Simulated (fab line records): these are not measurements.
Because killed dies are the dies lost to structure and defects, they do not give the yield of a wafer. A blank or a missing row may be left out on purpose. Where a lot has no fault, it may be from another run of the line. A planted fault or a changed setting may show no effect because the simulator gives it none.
Which tool was responsible? + flow nand harc + 36 wafers from 12 lots sampled at 2 of the route's 1159 steps

== WHAT THE GAUGES SHOWED, per wafer ==
NHARC_A_WL_FILL_INSPECT_15.
| lot  | measured     | on                | raw defect count |
|------|--------------|-------------------|------------------|
| L075 | day 16 14:54 | defect inspect-02 | 309 236 310      |
| L074 | day 17 00:37 | defect inspect-01 | 279 466 521      |
| L079 | day 17 08:49 | defect inspect-02 | 593 415 376      |
| L080 | day 17 17:25 | defect inspect-02 | 303 277 271      |
| L083 | day 18 15:18 | defect inspect-02 | 364 362 428      |
| L084 | day 19 00:02 | defect inspect-01 | 724 339 469      |
| L087 | day 19 05:52 | defect inspect-02 | 557 354 343      |
| L090 | day 20 06:11 | defect inspect-02 | 229 308 217      |
| L092 | day 20 15:51 | defect inspect-02 | 444 351 493      |
| L093 | day 20 20:38 | defect inspect-02 | 350 314 367      |
| L096 | day 21 12:42 | defect inspect-01 | 409 394 627      |
| L097 | day 22 01:55 | defect inspect-01 | 385 368 356      |

== TOOL THAT RAN EACH LOT (tool first, then ch and the chambers of the sampled wafers, then the start) ==
| lot  | NHARC_A_WL_FILL_CVD_20                   |
|------|------------------------------------------|
| L075 | cvd w-02 ch 0,1, day 16 14:54 or earlier |
| L074 | cvd w-02 ch 0,1, day 17 00:37 or earlier |
| L079 | cvd w-01 ch 1, day 17 08:49 or earlier   |
| L080 | cvd w-01 ch 0,1, day 17 17:25 or earlier |
| L083 | cvd w-02 ch 0,1, day 18 15:18 or earlier |
| L084 | cvd w-01 ch 0,1, day 19 00:02 or earlier |
| L087 | cvd w-02 ch 0,1, day 19 05:52 or earlier |
| L090 | cvd w-01 ch 0,1, day 20 06:11 or earlier |
| L092 | cvd w-02 ch 0,1, day 20 15:51 or earlier |
| L093 | cvd w-01 ch 0,1, day 20 20:38 or earlier |
| L096 | cvd w-02 ch 0,1, day 21 12:42 or earlier |
| L097 | cvd w-01 ch 0,1, day 22 01:55 or earlier |
- NHARC_A_WL_FILL_CVD_20: deposits W, target thk 75 nm, time 5064 s.

== THE ANSWER, worked out from the rows above alone ==
Rule: the lots themselves supply what counts as usual. The widest of any qualifying gaps counts: lots, ordered by their means at a reading, are off when they make up no more than a third of the lots, leave a main group of 4 or more, and stand apart from it by 3 or more times the standard deviation of that group's means. A main group is skipped when, at the precision printed for the reading in the tables above, its means are all equal. Also off: a lot with no number at a reading for which 4 or more lots have one. All remaining lots with rows at the step are treated as sound.
No lot is off on any of the readings shown, so nothing can be concluded from this.

== WHAT THE SIMULATOR HAD PUT IN ==
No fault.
